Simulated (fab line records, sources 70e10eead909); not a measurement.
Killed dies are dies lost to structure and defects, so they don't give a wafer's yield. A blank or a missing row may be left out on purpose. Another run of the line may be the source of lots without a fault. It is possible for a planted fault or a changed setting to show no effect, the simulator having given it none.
Chamber matching :: flow nand-harc :: NHARC_P_GATE_DESCUM_93 on rie-diel-10 has 4 sister chambers
The step chemistry O2, time 3 s. 24 wafers are shown with their chamber, then 12 later ones without.

== EACH WAFER AND ITS CHAMBER ==
wafer: L075.2
chamber: 1
drypump-motor-current-A (A): 5.9
showerhead-plenum-p-Torr (Torr): 1.90
rf-vpp-V (V): 57.9

wafer: L075.4
chamber: 0
drypump-motor-current-A (A): 5.8
showerhead-plenum-p-Torr (Torr): 1.88
rf-vpp-V (V): 56.7

wafer: L075.5
chamber: 2
drypump-motor-current-A (A): 4.9
showerhead-plenum-p-Torr (Torr): 2.03
rf-vpp-V (V): 58.8

wafer: L081.1
chamber: 3
drypump-motor-current-A (A): 5.1
showerhead-plenum-p-Torr (Torr): 1.95
rf-vpp-V (V): 58.0

wafer: L081.4
chamber: 0
drypump-motor-current-A (A): 5.8
showerhead-plenum-p-Torr (Torr): 1.88
rf-vpp-V (V): 58.0

wafer: L081.6
chamber: 1
drypump-motor-current-A (A): 5.9
showerhead-plenum-p-Torr (Torr): 1.90
rf-vpp-V (V): 57.1

wafer: L083.2
chamber: 2
drypump-motor-current-A (A): 4.9
showerhead-plenum-p-Torr (Torr): 2.03
rf-vpp-V (V): 58.2

wafer: L083.5
chamber: 0
drypump-motor-current-A (A): 5.8
showerhead-plenum-p-Torr (Torr): 1.88
rf-vpp-V (V): 58.2

wafer: L083.6
chamber: 1
drypump-motor-current-A (A): 5.9
showerhead-plenum-p-Torr (Torr): 1.90
rf-vpp-V (V): 57.4

wafer: L084.1
chamber: 1
drypump-motor-current-A (A): 6.0
showerhead-plenum-p-Torr (Torr): 1.90
rf-vpp-V (V): 58.5

wafer: L084.4
chamber: 2
drypump-motor-current-A (A): 4.9
showerhead-plenum-p-Torr (Torr): 2.03
rf-vpp-V (V): 58.8

wafer: L084.6
chamber: 1
drypump-motor-current-A (A): 6.0
showerhead-plenum-p-Torr (Torr): 1.90
rf-vpp-V (V): 58.3

wafer: L085.1
chamber: 0
drypump-motor-current-A (A): 5.8
showerhead-plenum-p-Torr (Torr): 1.88
rf-vpp-V (V): 56.7

wafer: L085.2
chamber: 3
drypump-motor-current-A (A): 5.1
showerhead-plenum-p-Torr (Torr): 1.95
rf-vpp-V (V): 58.8

wafer: L085.3
chamber: 2
drypump-motor-current-A (A): 4.9
showerhead-plenum-p-Torr (Torr): 2.03
rf-vpp-V (V): 58.6

wafer: L085.4
chamber: 1
drypump-motor-current-A (A): 6.0
showerhead-plenum-p-Torr (Torr): 1.90
rf-vpp-V (V): 56.6

wafer: L085.5
chamber: 1
drypump-motor-current-A (A): 5.9
showerhead-plenum-p-Torr (Torr): 1.90
rf-vpp-V (V): 59.4

wafer: L085.6
chamber: 0
drypump-motor-current-A (A): 5.8
showerhead-plenum-p-Torr (Torr): 1.88
rf-vpp-V (V): 56.9

wafer: L086.2
chamber: 0
drypump-motor-current-A (A): 5.8
showerhead-plenum-p-Torr (Torr): 1.87
rf-vpp-V (V): 57.1

wafer: L086.5
chamber: 1
drypump-motor-current-A (A): 5.9
showerhead-plenum-p-Torr (Torr): 1.90
rf-vpp-V (V): 58.3

wafer: L086.6
chamber: 0
drypump-motor-current-A (A): 5.8
showerhead-plenum-p-Torr (Torr): 1.87
rf-vpp-V (V): 57.8

wafer: L088.1
chamber: 2
drypump-motor-current-A (A): 4.9
showerhead-plenum-p-Torr (Torr): 2.03
rf-vpp-V (V): 57.5

wafer: L088.2
chamber: 1
drypump-motor-current-A (A): 5.9
showerhead-plenum-p-Torr (Torr): 1.90
rf-vpp-V (V): 58.0

wafer: L088.4
chamber: 3
drypump-motor-current-A (A): 5.1
showerhead-plenum-p-Torr (Torr): 1.94
rf-vpp-V (V): 57.7

SIGNATURES (means of the wafers above)
reading: drypump-motor-current-A
chamber 0: 5.800
chamber 1: 5.933
chamber 2: 4.900
chamber 3: 5.100
scatter within a chamber: 0.0316

reading: showerhead-plenum-p-Torr
chamber 0: 1.8771
chamber 1: 1.9000
chamber 2: 2.0300
chamber 3: 1.9467
scatter within a chamber: 0.00324

reading: rf-vpp-V
chamber 0: 57.343
chamber 1: 57.944
chamber 2: 58.380
chamber 3: 58.167
scatter within a chamber: 0.701
Rule: a wafer's distance from a chamber is the root of the sum, over the readings, of the square of ((its reading less the chamber's mean) divided by the reading's scatter). If the next closest chamber is less than 2 further off than the closest, the wafer can't be placed; otherwise it belongs to the closest. The scatter: take each reading less its chamber's mean, square it, sum over the shown wafers, divide by the number of wafers less the number of chambers, and take the root.

== WAFERS WITH NO CHAMBER GIVEN ==
wafer: L091.3
drypump-motor-current-A (A): 5.8
showerhead-plenum-p-Torr (Torr): 1.87
rf-vpp-V (V): 57.3

wafer: L091.4
drypump-motor-current-A (A): 5.0
showerhead-plenum-p-Torr (Torr): 2.03
rf-vpp-V (V): 60.0

wafer: L091.6
drypump-motor-current-A (A): 5.9
showerhead-plenum-p-Torr (Torr): 1.90
rf-vpp-V (V): 58.2

wafer: L092.1
drypump-motor-current-A (A): 5.0
showerhead-plenum-p-Torr (Torr): 2.03
rf-vpp-V (V): 57.7

wafer: L092.4
drypump-motor-current-A (A): 5.8
showerhead-plenum-p-Torr (Torr): 1.87
rf-vpp-V (V): 57.1

wafer: L092.5
drypump-motor-current-A (A): 5.1
showerhead-plenum-p-Torr (Torr): 1.94
rf-vpp-V (V): 57.5

wafer: L095.1
drypump-motor-current-A (A): 5.9
showerhead-plenum-p-Torr (Torr): 1.90
rf-vpp-V (V): 58.3

wafer: L095.4
drypump-motor-current-A (A): 4.9
showerhead-plenum-p-Torr (Torr): 2.03
rf-vpp-V (V): 57.2

wafer: L095.6
drypump-motor-current-A (A): 5.9
showerhead-plenum-p-Torr (Torr): 1.90
rf-vpp-V (V): 57.2

wafer: L096.4
drypump-motor-current-A (A): 5.8
showerhead-plenum-p-Torr (Torr): 1.87
rf-vpp-V (V): 57.7

wafer: L096.5
drypump-motor-current-A (A): 4.9
showerhead-plenum-p-Torr (Torr): 2.03
rf-vpp-V (V): 58.9

wafer: L096.6
drypump-motor-current-A (A): 5.9
showerhead-plenum-p-Torr (Torr): 1.90
rf-vpp-V (V): 57.7

== THE CHAMBER EACH PASSED THROUGH ==
wafer: L091.3
from the rows above: 0
in truth: 0

wafer: L091.4
from the rows above: 2
in truth: 2

wafer: L091.6
from the rows above: 1
in truth: 1

wafer: L092.1
from the rows above: 2
in truth: 2

wafer: L092.4
from the rows above: 0
in truth: 0

wafer: L092.5
from the rows above: 3
in truth: 3

wafer: L095.1
from the rows above: 1
in truth: 1

wafer: L095.4
from the rows above: 2
in truth: 2

wafer: L095.6
from the rows above: 1
in truth: 1

wafer: L096.4
from the rows above: 0
in truth: 0

wafer: L096.5
from the rows above: 2
in truth: 2

wafer: L096.6
from the rows above: 1
in truth: 1
Correct placement for 12 of the 12. Left unplaced by these rows: 0. Wrongly placed: 0.
